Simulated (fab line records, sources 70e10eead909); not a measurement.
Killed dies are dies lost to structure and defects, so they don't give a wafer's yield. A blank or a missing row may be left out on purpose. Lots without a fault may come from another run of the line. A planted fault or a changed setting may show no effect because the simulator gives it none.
A struck lot beside a sound one | flow nand_harc | 40 steps out of a route of 1159
Sound: wafers L750.1, L750.4, L750.6. Struck: wafers L772.3, L772.4, L772.6. The cause comes at the end.
At each step with rows: each side's tool, then ch and its chambers, then its first start. Under that, the readings that differ: sound wafers | struck wafers | difference of the means | sigmas: that difference in standard deviations of wafers without a fault.
alike: readings whose means differ by less than 2 such deviations, and words and numbers that are the same on both sides. not compared: withheld readings, readings that some wafer has no value for, bounds like >300 that may hide the same value, and numbers for which the record gives no deviation and whose values overlap.
The two part at a step that has a row with sigmas, a row that says differs or no value, or rows on one side only. Numbers that don't overlap but have no deviation are shown without sigmas and don't part them. A reading that every wafer of one side lacks parts them only if that side has two wafers or more.

first, 4 steps without rows for these wafers: NHARC_A_CONTACT_ETCH_138 (etches the open film in C4F8/O2/Ar, time 132 s, target depth 1289 nm); NHARC_A_CONTACT_ETCH_139 (etches the open film in C4F8/O2/Ar, time 137 s, target depth 590 nm); NHARC_A_CONTACT_ETCH_92 (etches the open film in CH3F/O2, target depth 40 nm, time 85.7 s); NHARC_A_CONTACT_ETCH_98 (etches the open film in C4F6/O2, target depth 20 nm, time 10 s).
NHARC_A_CONTACT_CD_MEAS_15:
  sound on cd_sem-02, day 17 09:15; struck on cd_sem-03, day 22 03:14
  alike: cd_nm
then, 4 steps without rows for these wafers: NHARC_A_CONTACT_STRIP_107 (strips in N2/H2); NHARC_A_CONTACT_STRIP_108 (strips in CF4/CHF3); NHARC_A_CONTACT_STRIP_109 (strips in O2/COS); NHARC_A_CONTACT_ETCH_110 (etches the open film in CF4/O2, target depth 50 nm, overetch 5 nm, time 27.5 s).
NHARC_A_CONTACT_STRIP_26: strips in O2.
  sound on rie_diel-12 ch 0,1; struck on rie_diel-12 ch 0,1
  alike: drypump_motor_current_A, oes_product_au, rf_vpp_V, showerhead_plenum_p_Torr, throttle_valve_pct
  not compared: rf_hours_counter_h
then, 2 steps without rows for these wafers: NHARC_A_CONTACT_STRIP_27 (strips in post etch residue remover, time 600 s); NHARC_A_CONTACT_ALD_18 (deposits TiN, target thk 3 nm, pulse time 1 s, ald cycles 150).
NHARC_A_CONTACT_CVD_19: deposits W, target thk 300 nm, time 802 s.
  sound on cvd_w-01 ch 0,1, day 17 12:23; struck on cvd_w-02 ch 0,1, day 22 04:37
  reading                | sound                | struck         | difference                    | sigmas
  susceptor_temp_C (C)   | 300.04 300.02 299.92 | - - -          | no value on the struck wafers |
  throttle_valve_pct (%) | 7.61 7.43 7.74       | 7.94 7.96 7.99 | +0.37                         | +2
  alike: heater_power_w
then, 12 steps without rows for these wafers: NHARC_A_CONTACT_CMP_20 (polishes, t overpolish 30 s, target thk 300 nm); NHARC_A_CONTACT_SRD_22; NHARC_A_BLC_DEHYDRATE_00 (time 120 s); NHARC_A_BLC_HMDS_01 (time 30 s); NHARC_A_BLC_COAT_02 (time 75 s); NHARC_A_BLC_COAT_03 (time 65 s); NHARC_A_BLC_COAT_04 (resist thk 90 nm); NHARC_A_BLC_SOFTBAKE_05 (time 55 s); NHARC_A_BLC_EBR_06; NHARC_A_BLC_EXPOSE_07 (exposes mask A BLC, target cd 100 nm); NHARC_A_BLC_PEB_08 (peb time 65 s); NHARC_A_BLC_DEVELOP_09 (develop time 35 s).
NHARC_A_BLC_CD_MEAS_10: target cd 100 nm.
  sound on cd_sem-03 ch 0, day 17 14:04; struck on cd_sem-03 ch 0, day 22 06:11
  alike: cd_nm
NHARC_A_BLC_OVL_MEAS_11:
  sound on overlay-01, day 17 14:10; struck on overlay-02, day 22 06:16
  alike: overlay_x_nm, overlay_y_nm
then, 1 step without rows for these wafers: NHARC_A_BLC_DESCUM_15 (chemistry O2, time 3 s).
NHARC_A_BLC_ETCH_16: etches the open film in CF4, target depth 39 nm, time 65 s.
  sound on rie_diel-02 ch 1,3, day 17 14:23; struck on rie_diel-03 ch 0,1,3, day 22 06:28
  alike: cf4_flow_sccm, drypump_motor_current_A, oes_product_au, rf_vpp_V, showerhead_plenum_p_Torr, throttle_valve_pct
  not compared: rf_hours_counter_h
NHARC_A_BLC_ETCH_17: etches the open film in N2/H2, target depth 390 nm, time 609.38 s.
  sound on rie_diel-02 ch 0,2,3; struck on rie_diel-03 ch 0,1,2
  alike: drypump_motor_current_A, h2_flow_sccm, oes_product_au, rf_vpp_V, showerhead_plenum_p_Torr, throttle_valve_pct
  not compared: rf_hours_counter_h
then, 1 step without rows for these wafers: NHARC_A_BLC_ETCH_18 (etches the open film in C4F8/O2/Ar, target depth 910 nm).
NHARC_A_BLC_CD_MEAS_19:
  sound on cd_sem-03, day 17 15:17; struck on cd_sem-02, day 22 07:25
  alike: cd_nm
then, 5 steps without rows for these wafers: NHARC_A_BLC_STRIP_29 (strips in CF4); NHARC_A_BLC_STRIP_21 (strips in O2); NHARC_A_BLC_STRIP_22 (strips in post etch residue remover, time 600 s); NHARC_A_BLC_DEGAS_30 (time 60 s); NHARC_A_BLC_PRE_CLEAN_31 (time 15 s).
NHARC_A_BLC_PVD_32: deposits Ti, target thk 5 nm, time 17.7 s.
  sound on pvd_sputter-03; struck on pvd_sputter-03
  alike: throttle_valve_pct
NHARC_A_BLC_ALD_23: deposits TiN, target thk 3 nm, pulse time 1 s, ald cycles 150.
  sound on ald_metal-04 ch 0,1, day 17 16:08; struck on ald_metal-02 ch 1,3, day 22 08:16
  alike: heater_power_w, precursor_pulse_height_rel, susceptor_temp_C
-- the record jumps here: 2 days lie between the struck wafers' starts before and after (it left off in module A_BLC and takes up again in module END, whose first step shown is number 1159 of the route) --
NHARC_END_SORT_01:
  the record has rows for the struck wafers here (prober-02 ch 0, day 24 16:42) and none for the sound ones

WHERE THEY PART
First at NHARC_A_CONTACT_CVD_19; last, within this record, at NHARC_END_SORT_01.

WHY: what the simulator had put in
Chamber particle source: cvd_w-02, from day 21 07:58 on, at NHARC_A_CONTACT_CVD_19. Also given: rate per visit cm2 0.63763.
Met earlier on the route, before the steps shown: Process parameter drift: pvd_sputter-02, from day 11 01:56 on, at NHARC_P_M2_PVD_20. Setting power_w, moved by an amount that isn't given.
